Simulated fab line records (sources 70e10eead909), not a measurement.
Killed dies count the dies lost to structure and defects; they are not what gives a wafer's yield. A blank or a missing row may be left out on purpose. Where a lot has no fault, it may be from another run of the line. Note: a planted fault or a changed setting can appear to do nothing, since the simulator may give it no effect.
fab line records -- flow nand_harc
record lots=11, wafers=33, last_day=30
route steps=1302 shown P_M0@278 P_M1@299 END@1302
lots that met no fault: taken from a fault-free run of the same line
start_h: hours from the record's opening day to when the first of the lot's shown wafers began -- wait_h: how many hours have passed since the lot's step before this one -- " unchanged from the row above -- L1.1+2: a single row standing in for several wafers -- - no value, or no start was given -- * or withheld: withheld -- < > ~ a bound
route shown NAME@n: a module of which the file shows steps, and the number in the route of the first -- usual: average and standard deviation across the fault-free wafers -- same: alike in all rows -- chamber/n: place in a boat -- sites: each site's reading -- _std_site: how widely they spread, as a standard deviation -- _edge_site: mean of outer sites minus mean of inner sites -- radius_mm: how far each site lies from the wafer's centre -- mask NAME#n: copy n -- behind: tool/chamber where the wafer was last shaped -- hold: why the lot went on hold/how many hours it stayed there/how the hold came to an end -- device: names the non-switching transistor (n, p or np) -- end of line: at the end of the route, the tests of the same wafers -- where a step has no rows: the recipe by itself -- killed: dies that structure and defects cost at the first sort, which is not the same as the wafer's yield -- map: shows each die of a wafer: x if killed, . if not, _ if none is there
set.NAME: the run value of the setting; set.NAME@STEP: its run value at that earlier step -- model.NAME: the simulator's own value behind a step, which no gauge read
a sample of lots followed through the steps of the route, with each step as a table and each wafer as a row
services: when a tool's chamber went out of use (start_h, in hours from the record's first day, below 0 if earlier), for how many hours, and the reason
## steps
# step NHARC_P_M0_CMP_23
# recipe t_overpolish_s=20, target_thk_nm=117.54
# usual motor_current_A=12.5/1.4, slurry_filter_dp_kPa=13.51/0.13, time_to_endpoint_s=28.3/1.8
lot.wafer,tool,chamber,start_h,wait_h,motor_current_A,slurry_filter_dp_kPa,time_to_endpoint_s
L471.1,cmp-01,0,120.64,-,12.4,13.68,26.1
L471.6,cmp-01,1,120.64,-,14.0,13.71,27.0
L471.5,cmp-01,2,120.64,-,12.0,13.49,27.6
L472.3,cmp-01,3,127.78,-,11.9,13.56,28.4
L472.4,cmp-01,1,127.78,-,13.2,13.48,28.6
L472.1,cmp-01,2,127.78,-,13.2,13.53,29.4
L474.2,cmp-01,3,152.65,-,12.7,13.60,26.8
L474.1,cmp-01,1,152.65,-,13.6,13.59,30.6
L474.6,cmp-01,2,152.65,-,12.0,13.50,29.7
L473.3,cmp-03,2,153.55,-,11.1,13.67,27.3
L473.1,cmp-03,0,153.55,-,13.1,13.53,26.7
L473.5,cmp-03,2,153.55,-,11.1,13.68,28.9
L477.1,cmp-02,1,180.52,-,12.9,13.51,28.6
L477.4,cmp-02,0,180.52,-,9.5,13.41,31.1
L477.5,cmp-02,1,180.52,-,12.0,13.50,29.5
L482.3,cmp-01,0,231.75,-,13.7,13.58,29.5
L482.6,cmp-01,3,231.75,-,12.2,13.52,29.0
L482.5,cmp-01,0,231.75,-,12.3,13.46,30.2
L483.4,cmp-01,2,243.74,-,12.2,13.58,30.7
L483.2,cmp-01,0,243.74,-,13.2,13.38,25.1
L483.5,cmp-01,2,243.74,-,12.8,13.48,28.5
L484.2,cmp-02,1,254.11,-,11.8,13.72,25.6
L484.6,cmp-02,1,254.11,-,12.6,13.24,24.7
L484.5,cmp-02,2,254.11,-,12.6,13.54,26.9
L485.4,cmp-03,0,268.38,-,12.8,13.59,29.4
L485.6,cmp-03,3,268.38,-,15.7,13.61,29.5
L485.5,cmp-03,0,268.38,-,13.0,13.29,25.7
L487.4,cmp-03,1,293.13,-,12.6,13.43,27.6
L487.2,cmp-03,2,293.13,-,11.4,13.60,25.3
L487.5,cmp-03,3,293.13,-,14.6,13.34,26.5
L488.3,cmp-03,3,295.15,-,14.5,13.50,27.9
L488.2,cmp-03,0,295.15,-,12.5,13.32,26.3
L488.5,cmp-03,0,295.15,-,12.4,13.49,29.8
# step NHARC_P_M1_ETCH_35
# recipe target_depth_a=400, overetch_a=120, time_s=43.94, ion_energy_ev=200, n2_flow_sccm=150, h2_flow_sccm=150, ar_flow_sccm=0, rf_w=400, bias_w=150, chemistry=N2/H2
# usual drypump_motor_current_A=5.8/0.36, oes_product_au=0.998/0.0091, rf_vpp_V=431.4/2.6, showerhead_plenum_p_Torr=2.07/0.089, throttle_valve_pct=14.171/0.0086
lot.wafer,tool,chamber,start_h,wait_h,drypump_motor_current_A,oes_product_au,rf_hours_counter_h,rf_vpp_V,showerhead_plenum_p_Torr,throttle_valve_pct
L471.1,rie_diel-11,1,128.51,0.1,5.6,0.997,4,434.2,2.13,14.157
L471.5,rie_diel-11,0,128.51,0.1,6.1,0.990,-,426.8,1.89,14.175
L471.6,rie_diel-11,1,128.51,0.1,5.6,1.009,-,432.6,2.13,14.179
L472.1,rie_diel-11,0,129.96,0.1,6.1,0.987,4,426.6,1.89,14.170
L472.4,rie_diel-11,1,129.96,0.1,5.7,0.996,4,432.8,2.12,14.183
L472.3,rie_diel-11,2,129.96,0.1,6.1,0.997,3,433.5,2.17,14.170
L474.2,rie_diel-11,0,154.90,0.1,6.1,0.996,5,427.7,1.89,14.169
L474.1,rie_diel-11,1,154.90,0.1,5.6,0.990,5,433.6,2.12,14.176
L474.6,rie_diel-11,2,154.90,0.1,6.1,1.001,-,432.1,2.17,14.161
L473.3,rie_diel-11,3,155.67,0.1,5.4,1.005,5,433.0,2.09,14.178
L473.1,rie_diel-11,2,155.67,0.1,6.1,1.006,5,434.6,2.17,14.174
L473.5,rie_diel-11,2,155.67,0.1,6.1,1.006,-,434.3,2.17,14.172
L477.4,rie_diel-11,2,182.67,0.1,6.0,0.995,7,433.6,2.17,14.180
L477.1,rie_diel-11,3,182.67,0.1,5.4,0.986,8,431.5,2.09,14.163
L477.5,rie_diel-11,2,182.67,0.1,6.1,0.992,-,434.5,2.17,14.174
L482.3,rie_diel-01,1,234.29,0.1,6.5,1.014,1,431.4,2.07,14.183
L482.5,rie_diel-01,3,234.29,0.1,5.4,0.999,-,433.5,2.12,14.165
L482.6,rie_diel-01,0,234.29,0.1,5.5,1.008,-,429.1,2.03,14.171
L483.4,rie_diel-03,3,245.86,0.1,6.2,0.987,39,432.1,2.04,14.168
L483.2,rie_diel-03,1,245.86,0.1,5.2,1.003,47,426.7,1.87,14.184
L483.5,rie_diel-03,3,245.86,0.1,6.1,1.000,-,431.3,2.04,14.171
L484.2,rie_diel-03,0,256.37,0.2,6.0,1.007,44,431.7,2.06,14.166
L484.5,rie_diel-03,2,256.37,0.2,5.0,0.995,-,429.8,2.01,14.167
L484.6,rie_diel-03,3,256.37,0.2,6.2,1.001,-,430.1,2.04,14.173
L485.4,rie_diel-11,3,270.51,0.1,5.4,0.993,0,431.3,2.08,14.182
L485.5,rie_diel-11,0,270.51,0.1,6.1,0.985,-,426.3,1.89,14.155
L485.6,rie_diel-11,1,270.51,0.1,5.6,0.989,-,432.9,2.12,14.177
L487.2,rie_diel-11,2,295.25,0.1,6.1,0.996,4,434.5,2.17,14.175
L487.4,rie_diel-11,2,295.25,0.1,6.1,0.994,-,434.7,2.17,14.188
L487.5,rie_diel-11,1,295.25,0.1,5.7,0.991,-,432.7,2.12,14.173
L488.2,rie_diel-01,0,297.33,0.1,5.5,1.020,4,430.9,2.03,14.167
L488.3,rie_diel-01,2,297.33,0.1,5.9,1.016,5,430.8,2.03,14.146
L488.5,rie_diel-01,0,297.33,0.1,5.5,1.016,-,429.5,2.02,14.177
# step NHARC_P_M1_DEGAS_29
# recipe temp_c=250, time_s=60
# usual heater_power_w=344/29
lot.wafer,tool,chamber,start_h,wait_h,heater_power_w
L471.1,pvd_sputter-02,-,129.47,-,366
L471.6,pvd_sputter-02,-,129.47,-,373
L471.5,pvd_sputter-02,-,129.47,-,328
L472.3,pvd_sputter-01,-,130.90,-,319
L472.1,pvd_sputter-01,-,130.90,-,266
L472.4,pvd_sputter-01,-,130.90,-,289
L474.2,pvd_sputter-02,-,155.85,-,301
L474.1,pvd_sputter-02,-,155.85,-,369
L474.6,pvd_sputter-02,-,155.85,-,341
L473.3,pvd_sputter-02,-,156.68,-,363
L473.1,pvd_sputter-02,-,156.68,-,344
L473.5,pvd_sputter-02,-,156.68,-,362
L477.1,pvd_sputter-01,-,183.60,-,271
L477.4,pvd_sputter-01,-,183.60,-,321
L477.5,pvd_sputter-01,-,183.60,-,293
L482.3,pvd_sputter-03,-,235.22,-,359
L482.6,pvd_sputter-03,-,235.22,-,372
L482.5,pvd_sputter-03,-,235.22,-,374
L483.4,pvd_sputter-03,-,246.79,-,368
L483.2,pvd_sputter-03,-,246.79,-,343
L483.5,pvd_sputter-03,-,246.79,-,365
L484.2,pvd_sputter-02,-,257.42,-,367
L484.6,pvd_sputter-02,-,257.42,-,375
L484.5,pvd_sputter-02,-,257.42,-,331
L485.4,pvd_sputter-03,-,271.44,-,343
L485.5,pvd_sputter-03,-,271.44,-,354
L485.6,pvd_sputter-03,-,271.44,-,353
L487.4,pvd_sputter-02,-,296.26,-,352
L487.2,pvd_sputter-02,-,296.26,-,350
L487.5,pvd_sputter-02,-,296.26,-,358
L488.2,pvd_sputter-03,-,298.45,-,364
L488.3,pvd_sputter-03,-,298.45,-,365
L488.5,pvd_sputter-03,-,298.45,-,375
# step NHARC_P_M1_ECD_22
# recipe target_thk_a=4000, bath_temp_c=25, material=Cu
lot.wafer,tool,chamber,start_h,wait_h
L471.1+5+6,ecd_cu-02,"0,0,1",129.81,-
L472.1+3+4,ecd_cu-02,"1,1,0",131.26,-
L474.2+1+6,ecd_cu-02,"0,1,0",156.20,-
L473.1+3+5,ecd_cu-01,"1,1,0",157.04,-
L477.1+4+5,ecd_cu-01,"1,0,0",183.96,-
L482.3+6+5,ecd_cu-01,"0,0,1",235.67,-
L483.2+4+5,ecd_cu-01,0,247.23,-
L484.2+5+6,ecd_cu-01,"0,1,0",257.81,-
L485.4+6+5,ecd_cu-01,"1,0,1",271.94,-
L487.2+4+5,ecd_cu-02,"0,1,1",296.64,-
L488.2+3+5,ecd_cu-01,"0,0,1",298.88,-
# step NHARC_P_M1_CMP_23
# recipe t_overpolish_s=20, target_thk_nm=157.82
# usual motor_current_A=12.3/1.2, slurry_filter_dp_kPa=13.52/0.14, time_to_endpoint_s=28.1/2.1
lot.wafer,tool,chamber,start_h,wait_h,motor_current_A,slurry_filter_dp_kPa,time_to_endpoint_s
L471.1,cmp-04,3,130.59,-,12.8,13.40,31.2
L471.6,cmp-04,1,130.59,-,11.6,13.51,30.1
L471.5,cmp-04,2,130.59,-,12.8,13.38,31.0
L472.3,cmp-04,2,131.98,-,12.5,13.55,28.4
L472.4,cmp-04,3,131.98,-,12.7,13.59,28.4
L472.1,cmp-04,0,131.98,-,12.6,13.62,32.4
L474.2,cmp-02,2,156.98,-,12.6,13.55,29.3
L474.1,cmp-02,3,156.98,-,12.3,13.26,31.2
L474.6,cmp-02,0,156.98,-,8.9,13.66,30.8
L473.3,cmp-01,1,157.77,-,13.8,13.55,32.6
L473.1,cmp-01,3,157.77,-,12.1,13.21,30.6
L473.5,cmp-01,2,157.77,-,12.2,13.66,28.5
L477.1,cmp-02,0,184.71,-,9.3,13.48,29.6
L477.4,cmp-02,2,184.71,-,12.8,13.50,28.7
L477.5,cmp-02,3,184.71,-,12.4,13.73,28.6
L482.3,cmp-04,3,236.30,-,13.0,13.70,29.4
L482.6,cmp-04,3,236.30,-,12.8,13.54,28.8
L482.5,cmp-04,0,236.30,-,12.3,13.58,29.4
L483.4,cmp-02,1,247.91,-,12.4,13.49,27.7
L483.2,cmp-02,0,247.91,-,9.8,13.44,29.8
L483.5,cmp-02,1,247.91,-,12.5,13.61,24.2
L484.2,cmp-01,1,258.51,-,13.5,13.79,27.0
L484.5,cmp-01,0,258.51,-,12.9,13.35,25.7
L484.6,cmp-01,1,258.51,-,13.1,13.68,26.4
L485.4,cmp-02,2,272.52,-,12.4,13.51,26.8
L485.5,cmp-02,2,272.52,-,12.3,13.42,12.0
L485.6,cmp-02,3,272.52,-,12.1,13.38,14.1
L487.4,cmp-02,1,297.42,-,12.9,13.69,24.7
L487.2,cmp-02,2,297.42,-,12.7,13.45,28.6
L487.5,cmp-02,3,297.42,-,12.8,13.43,29.5
L488.3,cmp-04,3,299.63,-,13.4,13.40,30.7
L488.2,cmp-04,0,299.63,-,12.5,13.66,14.7
L488.5,cmp-04,0,299.63,-,12.7,13.38,14.8
# step NHARC_END_SORT_01
# recipe temp_c=25
# usual defect_limited_yield=91.6/2.6, killed_at_array=51/17, killed_at_other=1.6/2.1, killed_at_periphery=4/3.2, killed_dies=57/18, killed_open=2.9/1.7, killed_short=2.3/1.3, sort_bin_2_pct=3.0/1.2, sort_bin_3_pct=0.7/0.43, sort_bin_4_pct=4.7/1.4, sort_n_pass=620/18, sort_rim_yield_pct=87/4.8, sort_yield_pct=91.6/2.6
# same gross_dies=677, sort_bin_5_pct[%]=0, sort_bin_6_pct[%]=0, sort_bin_7_pct[%]=0, sort_bin_8_pct[%]=0, sort_rim_n_gross=106.00
lot.wafer,tool,chamber,start_h,wait_h,defect_limited_yield[%],killed_at_array,killed_at_other,killed_at_periphery,killed_dies,killed_open,killed_short,sort_bin_2_pct[%],sort_bin_3_pct[%],sort_bin_4_pct[%],sort_n_pass,sort_rim_yield_pct[%],sort_yield_pct[%]
L477.1,prober-02,0,627.19,2.5,93.8,36,1,5,42,7,4,1.2,0.1,4.9,635,94,93.8
L477.4,prober-02,0,629.61,3.4,95.6,28,2,0,30,1,5,1.3,0.3,2.8,647,90,95.6
L477.5,prober-02,0,630.42,3.7,94.8,31,2,2,35,3,4,1.2,0.7,3.2,642,93,94.8
L485.4,prober-01,0,708.39,3.4,96.0,21,1,5,27,2,5,1.2,0.4,2.4,650,97,96.0
L485.5,prober-01,0,709.20,3.7,97.3,14,0,4,18,2,2,1.0,0.1,1.5,659,96,97.3
L485.6,prober-01,0,710.00,4.0,95.4,21,2,8,31,2,3,0.7,0.1,3.7,646,93,95.4
# killed by level:class
L477.1 A_STAIRCASE:chamber_film_flake=8 A_CHANNEL_HOLE_D2:chamber_film_flake=7 P_ZERO_WELL:chamber_film_flake=5 A_WL_FILL:chamber_film_flake=5 A_ONON_D1:geometric_particle:open=2 A_CHANNEL_HOLE_D1:chamber_film_flake=2 A_CONTACT:chamber_film_flake=2 A_DECK1_JOINT:geometric_particle:open=1
L477.4 A_CHANNEL_HOLE_D2:chamber_film_flake=10 A_WL_FILL:chamber_film_flake=5 A_CONTACT:chamber_film_flake=3 A_CHANNEL_HOLE_D1:chamber_film_flake=2 A_STAIRCASE:chamber_film_flake=2 A_ONON_D1:geometric_particle:short=1 A_ONON_D2:geometric_particle:short=1 A_SGD_CUT:geometric_particle:short=1
L477.5 A_CHANNEL_HOLE_D2:chamber_film_flake=8 A_WL_FILL:chamber_film_flake=8 A_STAIRCASE:chamber_film_flake=6 A_CHANNEL_HOLE_D1:chamber_film_flake=3 P_CONTACT:geometric_particle:short=2 THIN_TSV:chamber_film_flake=2 A_CHANNEL_FILL_D1:geometric_particle:short=1 A_WL_FILL:geometric_particle:short=1
L485.4 A_SLIT:chamber_film_flake=5 A_CHANNEL_HOLE_D1:chamber_film_flake=4 P_GATE:chamber_film_flake=3 A_CONTACT:chamber_film_flake=3 A_CHANNEL_FILL_D2:geometric_particle:open=2 A_CHANNEL_FILL_D2:geometric_particle:short=2 P_M1:chamber_film_flake=2 A_SOURCE_PLATE:geometric_particle:short=1
L485.5 A_CHANNEL_HOLE_D1:chamber_film_flake=4 A_CONTACT:chamber_film_flake=4 A_SLIT:chamber_film_flake=2 P_GATE:geometric_particle:open=1 A_CHANNEL_HOLE_D1:geometric_particle:open=1 A_CHANNEL_FILL_D1:geometric_particle:short=1 A_M1:geometric_particle:short=1 P_ZERO_WELL:chamber_film_flake=1
L485.6 A_CHANNEL_HOLE_D1:chamber_film_flake=9 P_GATE:chamber_film_flake=3 A_CONTACT:chamber_film_flake=3 P_ZERO_WELL:chamber_film_flake=2 P_M1:chamber_film_flake=2 A_SLIT:chamber_film_flake=2 THIN_TSV:chamber_film_flake=2 P_BONDPAD:geometric_particle:open=1
## services
tool,chamber,start_h,hours,kind
pvd_sputter-02,-,104.00,10.0,pm
rie_diel-11,1,106.06,2.8,repair
cmp-04,-,111.00,4.0,pm
cmp-02,-,134.50,4.0,pm
rie_diel-11,0,154.96,1.4,repair
cmp-01,-,159.51,0.5,repair
ecd_cu-01,-,163.47,8.0,pm
cmp-02,-,175.70,3.2,repair
rie_diel-11,1,188.05,3.1,repair
cmp-01,-,192.13,4.0,pm
cmp-02,-,193.78,1.7,repair
cmp-02,-,232.50,4.0,pm
cmp-01,-,235.44,1.6,repair
ecd_cu-01,-,240.04,2.5,repair
cmp-01,-,246.54,1.5,repair
rie_diel-11,-,255.50,9.0,pm
cmp-01,-,278.71,1.1,repair
pvd_sputter-02,-,282.00,10.0,pm
rie_diel-11,0,288.89,7.0,repair
cmp-02,-,289.56,0.9,repair
cmp-01,-,290.13,4.0,pm
rie_diel-11,3,291.10,7.6,repair
ecd_cu-01,-,298.31,0.5,repair
cmp-02,-,299.38,0.8,repair
## key
first_sign step=NHARC_P_M1_CMP_23, reading=time_to_endpoint_s, direction=down, sigmas=6.8, usual=*, struck=*
effect none on later readings
met_at NHARC_P_M1_ECD_22
struck_lots L485,L488
struck_wafers L485.5,L485.6,L488.2,L488.5
not_acting_at NHARC_P_M0_CMP_23,NHARC_P_M1_ETCH_35,NHARC_P_M1_DEGAS_29
onset_between 257.81 271.94
fault kind=process_parameter_drift, tool=ecd_cu-01, chamber=-, onset_h=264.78, steps=NHARC_P_M1_ECD_22, channel=target_thk_a, offset=*, shape=step, end_h=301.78, scope=struck_wafers_only, acts_in=*, stated=*
